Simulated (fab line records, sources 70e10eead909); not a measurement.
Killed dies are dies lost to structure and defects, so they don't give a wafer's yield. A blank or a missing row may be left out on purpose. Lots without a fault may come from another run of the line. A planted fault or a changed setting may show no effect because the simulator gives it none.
Chamber matching | flow nand_harc | NHARC_P_BONDPAD_CMP_19 on cmp-02: 4 sister chambers
The step polishes, t overpolish 30 s, cu recess touch 16 s, target thk 160.81 nm. 7 wafers are shown with their chamber, then 6 later ones without.

WAFERS WITH THEIR CHAMBER
wafer  | chamber | motor_current_A (A) | slurry_filter_dp_kPa (kPa)
L164.3 | 0       | 12.0                | 13.42
L166.6 | 2       | 13.2                | 13.39
L169.1 | 1       | 11.6                | 13.41
L169.2 | 2       | 12.7                | 13.43
L169.3 | 3       | 11.9                | 13.54
L172.2 | 3       | 11.8                | 13.65
L172.3 | 1       | 12.4                | 13.74

WAFERS WITHOUT THEIR CHAMBER
wafer  | motor_current_A (A) | slurry_filter_dp_kPa (kPa)
L172.5 | 13.3                | 13.58
L175.2 | 12.9                | 13.43
L175.3 | 12.2                | 13.71
L181.2 | 11.9                | 13.58
L181.3 | 13.5                | 13.58
L181.6 | 13.5                | 13.69

WHICH CHAMBER EACH WENT THROUGH
wafer  | from the rows above               | in truth
L172.5 | can't be placed: 2 or 1           | 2
L175.2 | 2                                 | 2
L175.3 | can't be placed: 1 or 3 or 0 or 2 | 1
L181.2 | can't be placed: 3 or 1 or 0      | 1
L181.3 | 2                                 | 2
L181.6 | can't be placed: 2 or 1 or 0 or 3 | 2
Placed correctly: 2 of 6. Can't be placed from these rows: 4 (the true chamber is among the candidates in 4). Placed wrongly: 0.
How it was worked out, from the rows above alone: a wafer's distance from a chamber is the root of the sum, over the readings, of the square of ((its reading less the chamber's mean) divided by the reading's scatter). The wafer belongs to the nearest chamber; if the next one is less than 2 further off, it can't be placed. A chamber's mean is the mean of its shown wafers. The scatter: the root of (the sum of the squares of (reading less its chamber's mean) over the shown wafers, divided by (wafers less chambers)).
